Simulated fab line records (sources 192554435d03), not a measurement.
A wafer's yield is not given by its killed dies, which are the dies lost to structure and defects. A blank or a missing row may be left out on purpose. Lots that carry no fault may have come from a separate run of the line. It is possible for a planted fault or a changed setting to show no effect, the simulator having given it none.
Which of the tools did it?	flow n5-finfet	at 1 step of a route of 1938, 10 lots with 29 wafers sampled

## WHAT THE GAUGES READ, wafer by wafer
N5_MIM_BOT_LITHO_CD_MEAS_08: the cd target is 3000 nm.
lot	measured	on	cd-nm (nm)
L474	day 13 02:59	cd-sem-02	3001.5 3000.4 3001.8
L475	day 13 20:10	cd-sem-01	2996.9 2996.1 2997.4
L477	day 13 22:52	cd-sem-02	2998.0 2996.9 2997.7
L483	day 14 18:41	cd-sem-03	2999.6 2997.5 3000.1
L484	day 14 21:47	cd-sem-02	3003.2 2998.9 3000.3
L485	day 16 04:10	cd-sem-01	2998.9 3000.6 3000.7
L489	day 16 16:11	cd-sem-02	3000.8 2997.0 3000.6
L493	day 17 20:50	cd-sem-03	3001.4 3001.1 3001.0
L494	day 18 22:15	cd-sem-02	2999.6 2997.4 2997.6
L495	day 19 05:08	cd-sem-02	2999.3 2999.2

## WHICH TOOL RAN EACH LOT (tool, then ch and the chambers of the sampled wafers, then the start)
The record shows no process step preceding these readings.

## THE ANSWER, worked out from the rows above alone
Rule: what is usual is taken from the lots themselves. Put in order of their means at a reading, lots are off if they are a third of the lots or fewer, leave a main group of 4 or more, and stand apart from it by a gap of 3 or more times the standard deviation of the main group's means; of several such gaps the widest counts. The tables above print the reading to a certain number of digits; a main group whose means all agree to those digits is not used. A lot without any number at a reading at which 4 lots or more have one is off too. Where the step has rows for the other lots, those lots are counted as sound.
Nothing can be told from this: no lot is off at any reading shown.

## WHAT THE SIMULATOR HAD INSERTED
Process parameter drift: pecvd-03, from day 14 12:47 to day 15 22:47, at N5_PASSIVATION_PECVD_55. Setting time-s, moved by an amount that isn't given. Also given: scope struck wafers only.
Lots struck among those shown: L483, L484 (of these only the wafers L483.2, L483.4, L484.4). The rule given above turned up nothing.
